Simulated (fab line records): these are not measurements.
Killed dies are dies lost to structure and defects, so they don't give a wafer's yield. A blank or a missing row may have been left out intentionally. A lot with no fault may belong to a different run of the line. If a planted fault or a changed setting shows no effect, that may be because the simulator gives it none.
Comparing a struck lot with a sound one -- flow nand-harc -- 14 out of 1302 route steps
Sound: the wafers L798.2, L798.4, L798.5. Struck: wafer L795.4. (L795.5, L795.6 of the same lot were not struck and are left out.) The cause comes at the end.
Each step with rows lists, per side, the tool, then ch with its chambers, then its first start. Under that, the readings that differ: sound wafers -- struck wafers -- difference of the means -- sigmas: that difference in standard deviations of wafers without a fault.
alike: readings with means less than 2 such deviations apart, plus words and numbers identical on both sides. not compared: withheld readings, readings lacking a value on some wafer, bounds such as >300 that could conceal the same value, and numbers that have no deviation in the record and whose values overlap.
Wherever a step has rows on one side only, a row that says differs or no value, or a row with sigmas, the two part there. Numbers that don't overlap but have no deviation are shown without sigmas and don't part them. A reading missing from all wafers of one side parts the sides only when that side holds two or more wafers.

NHARC_A_WL_FILL_CVD_03: deposits W, target thk 40 nm, time 279 s.
  sound on cvd-w-02 ch 0,1, day 29 11:01; struck on cvd-w-01 ch 0, day 28 07:23
reading,sound,struck,difference,sigmas
heater-power-w (W),429 355 359,572,+191,+2
  alike: mfc-ar-sccm, throttle-valve-pct
then, 2 steps without rows for these wafers: NHARC_A_WL_FILL_ETCHBACK_04 (etches the open film in NF3, target depth 60 nm, time 120 s); NHARC_A_WL_FILL_ETCHBACK_05 (etches the open film in Cl2/BCl3, target depth 22 nm, time 60 s).
NHARC_A_WL_FILL_STRIP_27: strips in N2/H2, time 20 s.
  sound on plasma-asher-01 ch 0,1, day 29 11:45; struck on plasma-asher-02 ch 1, day 28 08:04
  alike: drypump-motor-current-A, heater-power-w
  not compared: rf-hours-counter-h
then, 4 steps without rows for these wafers: NHARC_A_WL_FILL_STRIP_28 (strips in post etch residue remover, time 1200 s); NHARC_A_WL_FILL_PRECLEAN_06 (cleans in DIW, time 300 s); NHARC_A_WL_FILL_SRD_07; NHARC_A_WL_FILL_ANNEAL_08 (time 1800 s).
NHARC_A_WL_FILL_ALD_10: deposits SiO2, target thk 50 nm, pulse time 10 s, ald cycles 500.
  sound on ald-hk-02 ch 1,2,3, day 29 20:04; struck on ald-hk-04 ch 1, day 28 13:25
  alike: heater-power-w, precursor-pulse-height-rel
NHARC_A_WL_FILL_ETCHBACK_16: etches the open film in C4F8/O2/Ar, target depth 120 nm, time 24 s.
  sound: rie-diel-11 ch 0,2; struck: rie-diel-01 ch 1
reading,sound,struck,difference,sigmas
bias-w (W),799.4 803.9 797.4,794.1,-6.1,-2
  alike: oes-product-au, rf-vpp-V, run-length-s
  not compared: rf-hours-counter-h
NHARC_A_WL_FILL_STRIP_29: strips in O2, time 20 s.
  sound on rie-diel-11 ch 0,2,3, day 29 23:47; struck on rie-diel-01 ch 2, day 28 21:22
  alike: drypump-motor-current-A, mfc-ar-sccm, oes-product-au, rf-vpp-V, showerhead-plenum-p-Torr, throttle-valve-pct
  not compared: rf-hours-counter-h
NHARC_A_WL_FILL_ETCHBACK_17: etches the open film in Cl2/BCl3, target depth 4 nm, time 26.7 s.
  sound on rie-metal-03 ch 0,1, day 29 23:52; struck on rie-metal-01 ch 1, day 28 21:30
reading,sound,struck,difference,sigmas
drypump-motor-current-A (A),6.0 6.0 6.2,5.1,-1.0,-2
run-length-s (s),48.5 48.1 48.4,40.3,-8.0,-21
  alike: oes-product-au
  not compared: rf-hours-counter-h
then, 1 step without rows for these wafers: NHARC_A_WL_FILL_PRECLEAN_18 (cleans in dHF, time 30 s).
-- break in the record here, with 4 days between the starts of the struck wafers on either side (left off in module A_WL_FILL, picked up again in module END, where the first step shown is number 1302 on the route) --
NHARC_END_SORT_01:
  sound on prober-01 ch 0, day 33 12:14; struck on prober-01 ch 0, day 32 11:44
  alike: killed-at-array, killed-at-other, killed-at-periphery, killed-dies, killed-open, killed-short

WHERE THEY PART
Earliest at NHARC_A_WL_FILL_CVD_03; latest, in this record, at NHARC_A_WL_FILL_ETCHBACK_17. Later steps at which nothing parts them and some readings are alike: NHARC_END_SORT_01.

WHY: the cause the simulator had injected
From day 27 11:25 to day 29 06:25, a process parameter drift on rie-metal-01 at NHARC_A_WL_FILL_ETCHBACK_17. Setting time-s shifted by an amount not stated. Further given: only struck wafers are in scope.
